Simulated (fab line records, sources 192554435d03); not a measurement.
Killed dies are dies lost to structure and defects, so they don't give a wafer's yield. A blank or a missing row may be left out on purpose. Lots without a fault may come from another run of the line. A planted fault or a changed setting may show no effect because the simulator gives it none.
Split-lot experiment | flow n5_finfet | 7 lots, 39 wafers read, on a route of 1938 steps

THE SPLIT
At N5_BEOL_M0_SAQP_DESCUM_19 (chemistry O2, time 7.9 s), the setting time_s was moved away from the recipe's 7.9 s on 18 of the 39 wafers read, by -58.0% to +52.4%. The other wafers ran this setting at the recipe's value.

The reading is taken at the split's own step.

THE READING
CAR-ArF_of_BEOL_M0_SAQP_COAT_08.thk_nm (the simulator's own value, which no gauge read), in nm, at N5_BEOL_M0_SAQP_DESCUM_19 (chemistry O2, time 7.9 s). The file gives no usual value for it. The 21 wafers here that ran the recipe average 83.4 nm, standard deviation 0.38 nm.

wafer  | tool, chamber at the split | time_s as run, s | against the recipe | CAR-ArF_of_BEOL_M0_SAQP_COAT_08.thk_nm, nm | against lot-mates on the recipe
L075.1 | rie_diel-05, 2             | 7.9              | recipe             | 83.4                                       | -
L075.2 | rie_diel-05, 3             | 7.9              | recipe             | 83                                         | -
L075.3 | rie_diel-05, 1             | 12.04            | +52.4%             | 80.6                                       | -2.6
L075.6 | rie_diel-05, 1             | 12.04            | +52.4%             | 80.6                                       | -2.6
L075.4 | rie_diel-05, 0             | 7.9              | recipe             | 83.2                                       | -
L075.5 | rie_diel-05, 2             | 12.04            | +52.4%             | 80.8                                       | -2.4
L085.1 | rie_diel-03, 3,2           | 7.9              | recipe             | 83                                         | -
L085.2 | rie_diel-03, 3,2           | 7.9              | recipe             | 83                                         | -
L085.3 | rie_diel-03, 1             | 10.08            | +27.6%             | 82                                         | -1.1
L085.4 | rie_diel-03, 0,3           | 10.08            | +27.6%             | 81.8                                       | -1.3
L085.5 | rie_diel-03, 0,3           | 10.08            | +27.6%             | 81.8                                       | -1.3
L085.6 | rie_diel-03, 0             | 7.9              | recipe             | 83.2                                       | -
L091.1 | rie_diel-01, 3             | 7.9              | recipe             | 83.4                                       | -
L091.2 | rie_diel-01, 1,2           | 7.9              | recipe             | 83.2                                       | -
L091.4 | rie_diel-01, 1,2           | 7.9              | recipe             | 83.2                                       | -
L091.3 | rie_diel-01, 0,1,2         | 3.318            | -58.0%             | 86.2                                       | +2.9
L091.5 | rie_diel-01, 0,1,2         | 3.318            | -58.0%             | 86.2                                       | +2.9
L091.6 | rie_diel-01, 0,1,2         | 3.318            | -58.0%             | 86.2                                       | +2.9
L092.1 | rie_diel-01, 0,2           | 7.9              | recipe             | 83.2                                       | -
L092.4 | rie_diel-01, 0,2           | 7.9              | recipe             | 83.2                                       | -
L092.5 | rie_diel-01, 2             | 7.9              | recipe             | 83.4                                       | -
L094.1 | rie_diel-05, 3,0           | 7.9              | recipe             | 83.2                                       | -
L094.2 | rie_diel-05, 3,0           | 7.9              | recipe             | 83.2                                       | -
L094.3 | rie_diel-05, 2             | 5.565            | -29.6%             | 84.8                                       | +1.7
L094.6 | rie_diel-05, 2             | 5.565            | -29.6%             | 84.8                                       | +1.7
L094.4 | rie_diel-05, 0             | 7.9              | recipe             | 83                                         | -
L094.5 | rie_diel-05, 3             | 5.565            | -29.6%             | 84.6                                       | +1.5
L095.1 | rie_diel-05, 0             | 11.32            | +43.3%             | 81.4                                       | -2.3
L095.2 | rie_diel-05, 3,2           | 7.9              | recipe             | 83.8                                       | -
L095.6 | rie_diel-05, 3,2           | 7.9              | recipe             | 83.8                                       | -
L095.3 | rie_diel-05, 2             | 11.32            | +43.3%             | 81.8                                       | -1.9
L095.4 | rie_diel-05, 1             | 7.9              | recipe             | 83.6                                       | -
L095.5 | rie_diel-05, 1             | 11.32            | +43.3%             | 81.6                                       | -2.1
L096.1 | rie_diel-05, 1,3           | 7.9              | recipe             | 84.2                                       | -
L096.6 | rie_diel-05, 1,3           | 7.9              | recipe             | 84.2                                       | -
L096.2 | rie_diel-05, 3             | 7.9              | recipe             | 84                                         | -
L096.3 | rie_diel-05, 0,2           | 11.59            | +46.7%             | 81.6                                       | -2.5
L096.5 | rie_diel-05, 0,2           | 11.59            | +46.7%             | 81.6                                       | -2.5
L096.4 | rie_diel-05, 2             | 11.59            | +46.7%             | 82                                         | -2.1
Where a row lists several chambers, the file gives one row for several wafers and doesn't say which wafer went through which chamber.

THE FIT
A straight line over all 39 wafers: CAR-ArF_of_BEOL_M0_SAQP_COAT_08.thk_nm changes by -0.0461 nm for each +1% of time_s; r = -0.97; the points scatter about the line by 0.35 nm.
The same after taking each lot's own level away (the mean of its wafers on the recipe; 39 wafers): -0.05 nm for each +1%; r = -1.00; scatter 0.13 nm.
On that fit, the largest move of time_s shifts the reading by 2.9 nm.
The lots' own levels span 83.07 to 84.13 nm, that is 2.8 times the standard deviation above.
So the lot-to-lot level changes the slope little: the two slopes agree.
Check: with one of the wafers moved furthest among these (-58.0%) left out of the fit, the line predicts +2.93 nm for it against its lot-mates. It came out at +2.93 nm against them.

OTHER SPLITS ON THESE WAFERS
These wafers also went through other splits before the reading. Each is held against what the fit with the lots' levels taken away leaves over:
other split on the same wafers          | wafers away from the commonest value | r with CAR-ArF_of_BEOL_M0_SAQP_COAT_08.thk_nm (lot level and that fit taken away)
N5_FIN_SAQP_SPACER2_ALD_28 target_thk_a | 15                                   | +0.15
N5_SPACER0_ALD_08 target_thk_a          | 12                                   | +0.07
N5_GATE_CUT_ALD_22 ald_cycles           | 12                                   | -0.27

THE FILE'S OWN FIT
CAR-ArF_of_BEOL_M0_SAQP_COAT_08.thk_nm changes by -0.0498 nm for each +1% of time_s, r = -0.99.
